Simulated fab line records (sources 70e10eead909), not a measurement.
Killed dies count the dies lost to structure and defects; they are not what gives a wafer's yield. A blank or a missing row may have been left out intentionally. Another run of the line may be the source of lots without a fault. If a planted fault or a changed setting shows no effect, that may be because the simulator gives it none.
fab line records -- flow nandHarc
[record] lots = 6, wafers = 18, lastDay = 33
route steps=1302 shown A_SLIT@946 A_SIN_REMOVE@947 A_WL_FILL@952 END@1302
lots with no fault: from the same line, run without faults
startH: the number of hours between the record's first day and the start of the first shown wafer of the lot -- waitH: hours elapsed since this lot's preceding step -- " same as the row above -- L1.1+2: several wafers, shown together as one row -- - no value, or no start was given -- * or withheld: withheld -- < > ~ a bound
route shown NAME@n: a module of which the file shows steps, and the number in the route of the first -- usual: the fault-free wafers' mean and standard deviation -- same: alike in all rows -- chamber/n: place in a boat -- sites: readings site by site -- _std_site: the standard deviation of these -- _edge_site: mean of outer sites minus mean of inner sites -- radiusMm: for every site, how far away it sits from the centre of the wafer -- mask NAME#n: copy n -- behind: the last tool/chamber to shape the wafer -- hold: cause of the lot's hold/its duration in hours/its outcome -- device: which transistor (n, p or np) failed to switch -- end of line: at the end of the route, the tests of the same wafers -- for a step that has no rows: nothing shown but its recipe -- killed: at the first sort, the dies lost to defects and structure; wafer yield is something else -- map: dies across one wafer; x = killed, . = not, _ = none there
set.NAME: the setting the step ran with; set.NAME@STEP: the setting that earlier step ran with -- model.NAME: the simulator's own value behind a step, which no gauge read
lots seen at some steps along the route; tables by step, rows by wafer
services: a tool's chamber out of use, with start hour (startH, from the record's first day; less than 0 if before it), hours out, and reason
[[steps]]
[step NHARC_A_SLIT_CD_MEAS_21]
[usual] cdNm = 289.8/0.95
lot.wafer,tool,chamber,startH,waitH,cdNm
L495.2,cdSem-03,-,466.47,-,290.4
L495.3,cdSem-03,-,466.47,-,290.5
L495.6,cdSem-03,-,466.47,-,290.9
L497.3,cdSem-02,-,488.79,-,287.8
L497.4,cdSem-02,-,488.79,-,288.6
L497.6,cdSem-02,-,488.79,-,288.9
L499.1,cdSem-03,-,512.59,-,289.6
L499.2,cdSem-03,-,512.59,-,289.3
L499.3,cdSem-03,-,512.59,-,290.1
L500.1,cdSem-01,-,558.94,-,289.1
L500.3,cdSem-01,-,558.94,-,289.8
L500.6,cdSem-01,-,558.94,-,288.7
L513.1,cdSem-02,-,667.59,-,289.5
L513.3,cdSem-02,-,667.59,-,290.1
L513.4,cdSem-02,-,667.59,-,289.8
L515.3,cdSem-03,-,683.59,-,289.8
L515.4,cdSem-03,-,683.59,-,290.0
L515.6,cdSem-03,-,683.59,-,290.3
[step NHARC_A_SIN_REMOVE_WET_00]
[recipe] tempC = 160, timeS = 15300, chemistry = H3PO4
[step NHARC_A_SIN_REMOVE_PRECLEAN_01]
[recipe] timeS = *, tempC = 50, bathAgeMin = 0, chemistry = SC1
[step NHARC_A_SIN_REMOVE_SRD_02]
[step NHARC_A_SIN_REMOVE_INSPECT_04]
[usual] rawDefectCount = 364/70
lot.wafer,tool,chamber,startH,waitH,rawDefectCount
L495.2,defectInspect-02,-,473.10,0.0,331
L495.3,defectInspect-02,-,473.10,0.0,349
L495.6,defectInspect-02,-,473.10,0.0,503
L497.3,defectInspect-01,-,495.49,0.0,324
L497.4,defectInspect-01,-,495.49,0.0,394
L497.6,defectInspect-01,-,495.49,0.0,363
L499.1,defectInspect-02,-,518.75,0.0,413
L499.2,defectInspect-02,-,518.75,0.0,388
L499.3,defectInspect-02,-,518.75,0.0,381
L500.1,defectInspect-01,-,565.59,0.0,170
L500.3,defectInspect-01,-,565.59,0.0,261
L500.6,defectInspect-01,-,565.59,0.0,231
L513.1,defectInspect-01,-,674.29,0.0,309
L513.3,defectInspect-01,-,674.29,0.0,384
L513.4,defectInspect-01,-,674.29,0.0,395
L515.3,defectInspect-01,-,690.11,0.0,534
L515.4,defectInspect-01,-,690.11,0.0,428
L515.6,defectInspect-01,-,690.11,0.0,455
[step NHARC_A_WL_FILL_ALD_00]
[recipe] targetThkA = 30, pulseTimeS = 3, aldCycles = 30, tempC = 300, material = Al2O3
[usual] heaterPowerW = 464/41, precursorPulseHeightRel = 0.997/0.021
lot.wafer,tool,chamber,startH,waitH,heaterPowerW,precursorPulseHeightRel,sinceWetCleanH
L495.3,aldHk-02,2,473.19,0.1,452,0.986,115
L495.2,aldHk-02,0,473.19,0.1,452,0.994,115
L495.6,aldHk-02,1,473.19,0.1,443,0.998,-
L497.3,aldHk-04,1,496.99,1.5,508,1.001,46
L497.4,aldHk-04,0,496.99,1.5,447,1.005,46
L497.6,aldHk-04,2,496.99,1.5,458,1.010,-
L499.2,aldHk-02,0,518.81,0.1,456,0.986,160
L499.1,aldHk-02,2,518.81,0.1,462,1.002,160
L499.3,aldHk-02,3,518.81,0.1,497,1.024,160
L500.1,aldHk-04,0,565.66,0.1,457,0.986,115
L500.3,aldHk-04,2,565.66,0.1,464,1.005,115
L500.6,aldHk-04,0,565.66,0.1,464,0.994,-
L513.4,aldHk-03,1,674.35,0.1,448,0.970,96
L513.3,aldHk-03,3,674.35,0.1,352,0.961,96
L513.1,aldHk-03,0,674.35,0.1,535,0.990,96
L515.3,aldHk-02,3,690.22,0.1,501,0.980,151
L515.4,aldHk-02,2,690.22,0.1,444,1.008,151
L515.6,aldHk-02,3,690.22,0.1,482,0.985,-
[step NHARC_A_WL_FILL_RTA_01]
[recipe] tempC = 1000, timeS = 5
[usual] lampPowerPct = 32.8/0.77, lamp_zone_7_pct = 33.4/0.78, wafer_temp_C_max = 1007.2/1.5
lot.wafer,tool,chamber,startH,waitH,lampPowerPct,lamp_zone_7_pct,wafer_temp_C_max
L495.2,rtpAnneal-02,0,473.45,-,33.5,34.1,1007.4
L495.3,rtpAnneal-02,0,473.45,-,33.6,34.1,1007.2
L495.6,rtpAnneal-02,0,473.45,-,33.6,34.1,1011.2
L497.3,rtpAnneal-02,0,497.31,-,33.6,34.2,1006.8
L497.4,rtpAnneal-02,0,497.31,-,33.6,34.1,1007.5
L497.6,rtpAnneal-02,0,497.31,-,33.5,34.1,1005.3
L499.1,rtpAnneal-01,0,519.07,-,32.0,32.6,1005.7
L499.2,rtpAnneal-01,0,519.07,-,32.0,32.5,1006.6
L499.3,rtpAnneal-01,0,519.07,-,32.0,32.5,1005.3
L500.1,rtpAnneal-01,0,565.93,-,32.1,32.5,1007.1
L500.3,rtpAnneal-01,0,565.93,-,32.0,32.5,1005.1
L500.6,rtpAnneal-01,0,565.93,-,32.0,32.5,1006.8
L513.1,rtpAnneal-02,0,674.61,-,33.5,34.0,1007.9
L513.3,rtpAnneal-02,0,674.61,-,33.5,34.1,1006.7
L513.4,rtpAnneal-02,0,674.61,-,33.5,34.1,1009.7
L515.3,rtpAnneal-01,0,690.54,-,31.9,32.5,1008.6
L515.4,rtpAnneal-01,0,690.54,-,32.0,32.5,1006.9
L515.6,rtpAnneal-01,0,690.54,-,32.0,32.5,1004.4
[step NHARC_A_WL_FILL_ALD_02]
[recipe] targetThkA = 20, pulseTimeS = 3, aldCycles = 100, tempC = 450, material = TiN
[usual] heaterPowerW = 1085/90, precursorPulseHeightRel = 0.999/0.019
lot.wafer,tool,chamber,startH,waitH,heaterPowerW,precursorPulseHeightRel,sinceWetCleanH
L495.2,aldMetal-02,3,473.67,0.2,1051,0.971,32
L495.3,aldMetal-02,1,473.67,0.2,1214,1.010,32
L495.6,aldMetal-02,3,473.67,0.2,1018,0.977,-
L497.4,aldMetal-04,2,497.47,0.1,1017,1.028,14
L497.3,aldMetal-04,1,497.47,0.1,1016,1.019,14
L497.6,aldMetal-04,2,497.47,0.1,1011,0.968,-
L499.2,aldMetal-04,1,519.33,0.2,994,0.983,35
L499.1,aldMetal-04,2,519.33,0.2,1007,1.019,35
L499.3,aldMetal-04,3,519.33,0.2,885,0.991,35
L500.1,aldMetal-04,2,566.22,0.3,1014,1.010,82
L500.3,aldMetal-04,3,566.22,0.3,932,0.991,82
L500.6,aldMetal-04,0,566.22,0.3,1065,1.012,-
L513.1,aldMetal-03,1,674.82,0.2,1174,0.982,97
L513.3,aldMetal-03,2,674.82,0.2,1272,1.025,97
L513.4,aldMetal-03,2,674.82,0.2,1291,1.007,-
L515.3,aldMetal-02,3,690.74,0.2,1036,0.987,71
L515.4,aldMetal-02,0,690.74,0.2,1084,0.974,71
L515.6,aldMetal-02,2,690.74,0.2,1151,1.008,-
[step NHARC_A_WL_FILL_CVD_03]
[recipe] targetThkA = 400, tempC = 300, pressureTorr = 40, wf6FlowSccm = 40, h2FlowSccm = 1600, arFlowSccm = 1560, timeS = 279, material = W
[usual] heaterPowerW = 449/37, throttleValvePct = 7.99/0.25
lot.wafer,tool,chamber,startH,waitH,heaterPowerW,sinceWetCleanH,throttleValvePct
L495.2,cvdW-01,1,474.16,0.1,513,95,8.20
L495.3,cvdW-01,0,474.16,0.1,409,-,8.06
L495.6,cvdW-01,1,474.16,0.1,522,-,7.75
L497.3,cvdW-01,0,498.01,0.2,404,-,7.90
L497.4,cvdW-01,1,498.01,0.2,513,-,8.14
L497.6,cvdW-01,1,498.01,0.2,504,-,8.20
L499.2,cvdW-02,0,519.73,0.1,456,52,8.29
L499.1,cvdW-02,1,519.73,0.1,442,52,7.82
L499.3,cvdW-02,1,519.73,0.1,445,-,7.64
L500.1,cvdW-02,1,566.58,0.1,448,99,7.56
L500.3,cvdW-02,0,566.58,0.1,462,-,8.48
L500.6,cvdW-02,1,566.58,0.1,448,-,7.94
L513.1,cvdW-01,1,675.39,0.1,478,115,8.13
L513.3,cvdW-01,0,675.39,0.1,390,-,8.08
L513.4,cvdW-01,1,675.39,0.1,476,-,8.01
L515.4,cvdW-01,0,691.24,0.2,398,-,7.82
L515.3,cvdW-01,1,691.24,0.2,459,-,7.83
L515.6,cvdW-01,1,691.24,0.2,489,-,8.02
[step NHARC_A_WL_FILL_ETCHBACK_04]
[recipe] targetDepthA = 600, timeS = 120, chemistry = NF3
[usual] drypumpMotorCurrentA = 5.67/0.3, oesProductAu = 1.001/0.009, runLengthS = 141.4/0.31
lot.wafer,tool,chamber,startH,waitH,drypumpMotorCurrentA,oesProductAu,rfHoursCounterH,runLengthS
L495.2,rieMetal-03,1,474.54,0.3,5.81,0.985,1.4,141.1
L495.3,rieMetal-03,1,474.54,0.3,5.77,0.987,-,141.1
L495.6,rieMetal-03,0,474.54,0.3,5.64,0.993,-,141.0
L497.3,rieMetal-02,1,498.34,0.3,5.74,1.006,-,141.7
L497.4,rieMetal-02,0,498.34,0.3,5.11,0.993,-,141.5
L497.6,rieMetal-02,0,498.34,0.3,5.11,1.012,-,141.6
L499.2,rieMetal-01,1,520.09,0.3,5.76,1.001,1.5,141.6
L499.1,rieMetal-01,0,520.09,0.3,6.05,0.993,3.0,141.5
L499.3,rieMetal-01,0,520.09,0.3,6.02,0.996,-,141.2
L500.1,rieMetal-01,0,566.98,0.4,6.04,1.012,3.5,141.0
L500.3,rieMetal-01,1,566.98,0.4,5.75,1.021,-,141.3
L500.6,rieMetal-01,1,566.98,0.4,5.76,1.015,-,141.8
L513.1,rieMetal-01,1,675.72,0.3,5.75,0.989,1.8,141.0
L513.4,rieMetal-01,1,675.72,0.3,5.75,0.990,-,141.3
L513.3,rieMetal-01,0,675.72,0.3,6.07,0.998,-,141.3
L515.4,rieMetal-01,0,691.58,0.3,6.04,0.998,-,141.1
L515.3,rieMetal-01,1,691.58,0.3,5.75,0.991,-,141.3
L515.6,rieMetal-01,1,691.58,0.3,5.74,0.997,-,141.3
[step NHARC_A_WL_FILL_ETCHBACK_05]
[recipe] targetDepthA = 220, timeS = 60, tempC = 40, chemistry = Cl2/BCl3
[usual] drypumpMotorCurrentA = 5.67/0.3, oesProductAu = 1.001/0.0093, runLengthS = 81.4/0.3
lot.wafer,tool,chamber,startH,waitH,drypumpMotorCurrentA,oesProductAu,rfHoursCounterH,runLengthS
L495.2,rieMetal-03,1,474.76,0.2,5.75,0.975,1.6,81.2
L495.3,rieMetal-03,0,474.76,0.2,5.65,0.992,-,81.3
L495.6,rieMetal-03,0,474.76,0.2,5.64,1.014,-,81.2
L497.4,rieMetal-02,0,498.54,0.1,5.12,0.995,-,81.8
L497.3,rieMetal-02,1,498.54,0.1,5.76,0.998,-,81.2
L497.6,rieMetal-02,0,498.54,0.1,5.11,1.001,-,81.9
L499.2,rieMetal-01,1,520.33,0.2,5.75,1.014,1.7,81.5
L499.1,rieMetal-01,0,520.33,0.2,6.04,1.003,3.1,81.5
L499.3,rieMetal-01,0,520.33,0.2,6.05,0.986,-,81.0
L500.1,rieMetal-01,1,567.20,0.2,5.75,1.006,2.2,81.0
L500.3,rieMetal-01,1,567.20,0.2,5.77,1.002,-,81.6
L500.6,rieMetal-01,0,567.20,0.2,6.04,0.993,-,81.3
L513.1,rieMetal-01,1,675.97,0.2,5.75,1.000,1.9,83.5
L513.4,rieMetal-01,0,675.97,0.2,6.02,1.009,-,83.7
L513.3,rieMetal-01,1,675.97,0.2,5.76,0.988,-,81.2
L515.4,rieMetal-01,1,691.78,0.2,5.75,0.998,-,83.9
L515.3,rieMetal-01,0,691.78,0.2,6.05,1.014,-,81.2
L515.6,rieMetal-01,0,691.78,0.2,6.04,1.012,-,81.1
[step NHARC_A_WL_FILL_STRIP_27]
[recipe] powerW = 1500, tempC = 250, timeS = 20, chemistry = N2/H2
[step NHARC_END_SORT_01]
[recipe] tempC = 25
[usual] killedAtArray = 59/19, killedAtOther = 1.0/1.1, killedAtPeriphery = 3.8/2.4, killedDies = 64/19, killedOpen = 3.3/2, killedShort = 2.4/1.6
[same] grossDies = 677
lot.wafer,tool,chamber,startH,waitH,killedAtArray,killedAtOther,killedAtPeriphery,killedDies,killedOpen,killedShort
L495.2,prober-01,0,572.17,2.8,50,0,3,53,4,1
L495.3,prober-01,0,572.96,3.1,47,0,4,51,2,1
L495.6,prober-01,0,575.33,3.9,62,1,1,64,2,1
L513.1,prober-02,0,775.17,2.5,62,1,4,67,6,3
L513.3,prober-02,0,776.79,3.1,68,1,7,76,4,1
L513.4,prober-02,0,777.59,3.4,56,0,9,65,2,0
// killed by level:class
L495.2 A_CHANNEL_HOLE_D1:chamberFilmFlake=34 A_CHANNEL_HOLE_D2:chamberFilmFlake=5 A_STAIRCASE:chamberFilmFlake=5 P_M2:geometricParticle:open=1 A_ONON_D2:geometricParticle:short=1 A_CHANNEL_FILL_D2:geometricParticle:open=1 A_SGD_CUT:geometricParticle:open=1 A_M0:geometricParticle:open=1
L495.3 A_CHANNEL_HOLE_D1:chamberFilmFlake=26 A_CHANNEL_HOLE_D2:chamberFilmFlake=14 P_BONDPAD:chamberFilmFlake=2 A_CHANNEL_FILL_D1:chamberFilmFlake=2 P_M2:geometricParticle:open=1 A_CHANNEL_FILL_D1:geometricParticle:short=1 A_CHANNEL_FILL_D2:geometricParticle:open=1 P_ZERO_WELL:chamberFilmFlake=1
L495.6 A_CHANNEL_HOLE_D1:chamberFilmFlake=41 A_CHANNEL_HOLE_D2:chamberFilmFlake=9 A_STAIRCASE:chamberFilmFlake=3 A_WL_FILL:chamberFilmFlake=2 A_CHANNEL_HOLE_D1:geometricParticle:short=1 A_DECK1_JOINT:geometricParticle:open=1 A_M0:geometricParticle:open=1 P_BONDPAD:chamberFilmFlake=1
L513.1 A_CHANNEL_HOLE_D2:chamberFilmFlake=23 A_CHANNEL_HOLE_D1:chamberFilmFlake=13 A_SLIT:chamberFilmFlake=8 A_CONTACT:chamberFilmFlake=7 P_STI:chamberFilmFlake=3 A_CHANNEL_HOLE_D1:geometricParticle:open=2 A_ONON_D2:geometricParticle:open=2 A_DECK1_JOINT:chamberFilmFlake=2
L513.3 A_CHANNEL_HOLE_D2:chamberFilmFlake=30 A_CHANNEL_HOLE_D1:chamberFilmFlake=12 A_SLIT:chamberFilmFlake=12 P_M1:chamberFilmFlake=5 A_CONTACT:chamberFilmFlake=5 A_CHANNEL_FILL_D2:chamberFilmFlake=3 A_STAIRCASE:chamberFilmFlake=2 P_M0:geometricParticle:open=1
L513.4 A_CHANNEL_HOLE_D2:chamberFilmFlake=23 A_SLIT:chamberFilmFlake=10 A_CHANNEL_HOLE_D1:chamberFilmFlake=7 A_CONTACT:chamberFilmFlake=7 P_M1:chamberFilmFlake=5 A_CHANNEL_FILL_D2:chamberFilmFlake=4 A_STAIRCASE:chamberFilmFlake=3 P_STI:chamberFilmFlake=2
[[services]]
tool,chamber,startH,hours,kind
rieMetal-02,-,454.00,9.0,pm
cvdW-02,-,454.86,13.0,pm
aldHk-02,-,457.53,0.7,repair
aldMetal-04,2,459.82,4.1,repair
aldMetal-04,-,474.00,10.0,pm
aldMetal-02,-,480.73,3.1,repair
rieMetal-01,1,485.28,32.6,repair
aldMetal-04,3,488.13,5.1,repair
cvdW-02,-,497.45,1.5,repair
rieMetal-03,-,519.00,9.0,pm
cvdW-01,-,547.00,13.0,pm
rieMetal-03,-,566.48,0.3,repair
rieMetal-01,-,575.00,9.0,pm
cvdW-02,1,584.94,2.1,repair
rieMetal-03,-,588.20,0.2,repair
cvdW-01,-,594.81,0.6,repair
aldMetal-02,-,610.00,10.0,pm
aldHk-04,-,619.02,10.0,pm
rieMetal-02,-,631.00,9.0,pm
aldMetal-02,2,635.70,23.6,repair
cvdW-02,-,635.86,13.0,pm
rieMetal-01,0,651.95,10.5,repair
aldMetal-04,-,652.00,10.0,pm
aldMetal-02,3,678.67,4.6,repair
[[key]]
[firstSign] step = NHARC_A_WL_FILL_ETCHBACK_05, reading = runLengthS, direction = up, sigmas = 7.6, usual = *, struck = *
effect none on later readings
metAt NHARC_A_WL_FILL_ETCHBACK_05
struckWafers L513.1,L513.4,L515.4
testerLeftOut L513,L515
onsetBetween 567.20 675.97
[fault] kind = processParameterDrift, tool = rieMetal-01, chamber = -, onsetH = 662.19, steps = NHARC_A_WL_FILL_ETCHBACK_05, channel = timeS, offset = *, shape = step, endH = 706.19, scope = struckWafersOnly, actsIn = *, stated = *
// testerLeftOut: of these lots the tester's yield and bins aren't shown, on N5 and GAA mostly nor the transistor test; their killed dies are dies lost to structure and defects alone, not to doping, threshold or leakage, so they don't give the yield
